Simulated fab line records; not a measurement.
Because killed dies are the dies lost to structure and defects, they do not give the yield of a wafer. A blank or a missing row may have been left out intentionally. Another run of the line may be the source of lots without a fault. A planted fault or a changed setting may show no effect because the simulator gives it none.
Chamber matching :: flow n5Finfet :: rieDiel-05 running N5_BEOL_M3_DESCUM_16: 4 sister chambers
The step chemistry O2, time 7 s. 4 wafers are shown with their chamber, then 10 later ones without.

## EACH WAFER AND ITS CHAMBER
wafer: L078.3
chamber: 1
drypumpMotorCurrentA (A): 5.3

wafer: L081.6
chamber: 3
drypumpMotorCurrentA (A): 5.9

wafer: L084.1
chamber: 0
drypumpMotorCurrentA (A): 6.6

wafer: L084.2
chamber: 2
drypumpMotorCurrentA (A): 6.6

## WAFERS WITH NO CHAMBER GIVEN
wafer: L084.5
drypumpMotorCurrentA (A): 6.6

wafer: L088.2
drypumpMotorCurrentA (A): 6.6

wafer: L088.4
drypumpMotorCurrentA (A): 5.3

wafer: L088.6
drypumpMotorCurrentA (A): 5.3

wafer: L091.3
drypumpMotorCurrentA (A): 6.6

wafer: L091.4
drypumpMotorCurrentA (A): 5.3

wafer: L091.6
drypumpMotorCurrentA (A): 5.4

wafer: L095.1
drypumpMotorCurrentA (A): 6.6

wafer: L095.2
drypumpMotorCurrentA (A): 5.3

wafer: L095.3
drypumpMotorCurrentA (A): 5.8

## WHICH CHAMBER EACH ONE RAN IN
wafer: L084.5
from the rows above: can't be placed: 0 or 2
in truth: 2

wafer: L088.2
from the rows above: can't be placed: 0 or 2
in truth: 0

wafer: L088.4
from the rows above: 1
in truth: 1

wafer: L088.6
from the rows above: 1
in truth: 1

wafer: L091.3
from the rows above: can't be placed: 0 or 2
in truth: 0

wafer: L091.4
from the rows above: 1
in truth: 1

wafer: L091.6
from the rows above: 1
in truth: 1

wafer: L095.1
from the rows above: can't be placed: 0 or 2
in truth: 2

wafer: L095.2
from the rows above: 1
in truth: 1

wafer: L095.3
from the rows above: 3
in truth: 3
Correctly placed: 6 of 10. Can't be placed from these rows: 4 (the true chamber is among the candidates in 4). 0 placed wrongly.
How it was worked out, from the rows above alone: a wafer's distance from a chamber is the root of the sum, over the readings, of the square of ((its reading less the chamber's mean) divided by the reading's scatter). If the next closest chamber is less than 2 further off than the closest, the wafer can't be placed; otherwise it belongs to the closest. Each chamber's mean is taken over the wafers shown for it. The scatter: root of mean squared gap, hidden wafer to nearest shown wafer, with one shown wafer a chamber.
